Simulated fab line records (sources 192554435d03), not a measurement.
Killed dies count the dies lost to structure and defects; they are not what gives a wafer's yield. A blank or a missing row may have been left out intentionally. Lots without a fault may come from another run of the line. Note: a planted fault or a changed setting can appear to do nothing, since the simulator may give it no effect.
Matching of chambers :: flow n5_finfet :: N5_DUMMY_GATE_ETCH_37 on rie_diel-01 has 4 sister chambers
The step etches SOC in N2/H2, target depth 60 nm, overetch 30 nm. 16 wafers are shown with their chamber, then 8 later ones without.

## WAFERS PAIRED WITH THEIR CHAMBERS
wafer: L074.3
chamber: 0
showerhead_plenum_p_Torr (Torr): 2.58
drypump_motor_current_A (A): 6.2
rf_vpp_V (V): 526.3

wafer: L074.4
chamber: 2
showerhead_plenum_p_Torr (Torr): 2.65
drypump_motor_current_A (A): 6.1
rf_vpp_V (V): 527.3

wafer: L074.6
chamber: 1
showerhead_plenum_p_Torr (Torr): 2.50
drypump_motor_current_A (A): 6.0
rf_vpp_V (V): 521.8

wafer: L075.1
chamber: 0
showerhead_plenum_p_Torr (Torr): 2.58
drypump_motor_current_A (A): 6.2
rf_vpp_V (V): 527.6

wafer: L075.2
chamber: 2
showerhead_plenum_p_Torr (Torr): 2.65
drypump_motor_current_A (A): 6.0
rf_vpp_V (V): 526.4

wafer: L075.4
chamber: 1
showerhead_plenum_p_Torr (Torr): 2.50
drypump_motor_current_A (A): 6.1
rf_vpp_V (V): 523.6

wafer: L079.3
chamber: 3
showerhead_plenum_p_Torr (Torr): 2.53
drypump_motor_current_A (A): 5.9
rf_vpp_V (V): 521.9

wafer: L079.4
chamber: 2
showerhead_plenum_p_Torr (Torr): 2.64
drypump_motor_current_A (A): 6.0
rf_vpp_V (V): 526.5

wafer: L079.6
chamber: 0
showerhead_plenum_p_Torr (Torr): 2.58
drypump_motor_current_A (A): 6.2
rf_vpp_V (V): 525.1

wafer: L084.2
chamber: 3
showerhead_plenum_p_Torr (Torr): 2.53
drypump_motor_current_A (A): 5.9
rf_vpp_V (V): 522.4

wafer: L084.4
chamber: 2
showerhead_plenum_p_Torr (Torr): 2.64
drypump_motor_current_A (A): 6.0
rf_vpp_V (V): 527.8

wafer: L084.6
chamber: 3
showerhead_plenum_p_Torr (Torr): 2.53
drypump_motor_current_A (A): 5.9
rf_vpp_V (V): 523.7

wafer: L090.1
chamber: 3
showerhead_plenum_p_Torr (Torr): 2.53
drypump_motor_current_A (A): 5.9
rf_vpp_V (V): 523.4

wafer: L090.3
chamber: 2
showerhead_plenum_p_Torr (Torr): 2.64
drypump_motor_current_A (A): 6.0
rf_vpp_V (V): 526.7

wafer: L090.5
chamber: 1
showerhead_plenum_p_Torr (Torr): 2.49
drypump_motor_current_A (A): 6.0
rf_vpp_V (V): 522.5

wafer: L091.1
chamber: 1
showerhead_plenum_p_Torr (Torr): 2.49
drypump_motor_current_A (A): 6.1
rf_vpp_V (V): 524.3

SIGNATURES (means of the wafers above)
reading: showerhead_plenum_p_Torr
chamber 0: 2.5800
chamber 1: 2.4950
chamber 2: 2.6440
chamber 3: 2.5300
scatter within a chamber: 0.00428

reading: drypump_motor_current_A
chamber 0: 6.200
chamber 1: 6.050
chamber 2: 6.020
chamber 3: 5.900
scatter within a chamber: 0.0387

reading: rf_vpp_V
chamber 0: 526.333
chamber 1: 523.050
chamber 2: 526.940
chamber 3: 522.850
scatter within a chamber: 0.931
Rule: for a wafer and a chamber, the distance is found by dividing, reading by reading, the gap between the wafer's reading and the chamber's mean by the reading's scatter, squaring, summing and taking the root. If the next closest chamber is less than 2 further off than the closest, the wafer can't be placed; otherwise it belongs to the closest. How the scatter is found: for the shown wafers, subtract from each reading the mean of its chamber, square and add these, divide the total by (wafers less chambers), then take the root.

## WAFERS WITH NO CHAMBER GIVEN
wafer: L091.2
showerhead_plenum_p_Torr (Torr): 2.63
drypump_motor_current_A (A): 6.0
rf_vpp_V (V): 526.7

wafer: L091.4
showerhead_plenum_p_Torr (Torr): 2.49
drypump_motor_current_A (A): 6.0
rf_vpp_V (V): 523.8

wafer: L095.1
showerhead_plenum_p_Torr (Torr): 2.49
drypump_motor_current_A (A): 6.1
rf_vpp_V (V): 522.6

wafer: L095.2
showerhead_plenum_p_Torr (Torr): 2.52
drypump_motor_current_A (A): 5.9
rf_vpp_V (V): 523.7

wafer: L095.4
showerhead_plenum_p_Torr (Torr): 2.63
drypump_motor_current_A (A): 6.0
rf_vpp_V (V): 525.9

wafer: L096.4
showerhead_plenum_p_Torr (Torr): 2.57
drypump_motor_current_A (A): 6.2
rf_vpp_V (V): 526.7

wafer: L096.5
showerhead_plenum_p_Torr (Torr): 2.57
drypump_motor_current_A (A): 6.2
rf_vpp_V (V): 525.3

wafer: L096.6
showerhead_plenum_p_Torr (Torr): 2.49
drypump_motor_current_A (A): 6.1
rf_vpp_V (V): 521.2

## WHICH CHAMBER EACH ONE RAN IN
wafer: L091.2
from the rows above: 2
in truth: 2

wafer: L091.4
from the rows above: 1
in truth: 1

wafer: L095.1
from the rows above: 1
in truth: 1

wafer: L095.2
from the rows above: 3
in truth: 3

wafer: L095.4
from the rows above: 2
in truth: 2

wafer: L096.4
from the rows above: 0
in truth: 0

wafer: L096.5
from the rows above: 0
in truth: 0

wafer: L096.6
from the rows above: 1
in truth: 1
Correct placement for 8 of the 8. Left unplaced by these rows: 0. 0 placed wrongly.
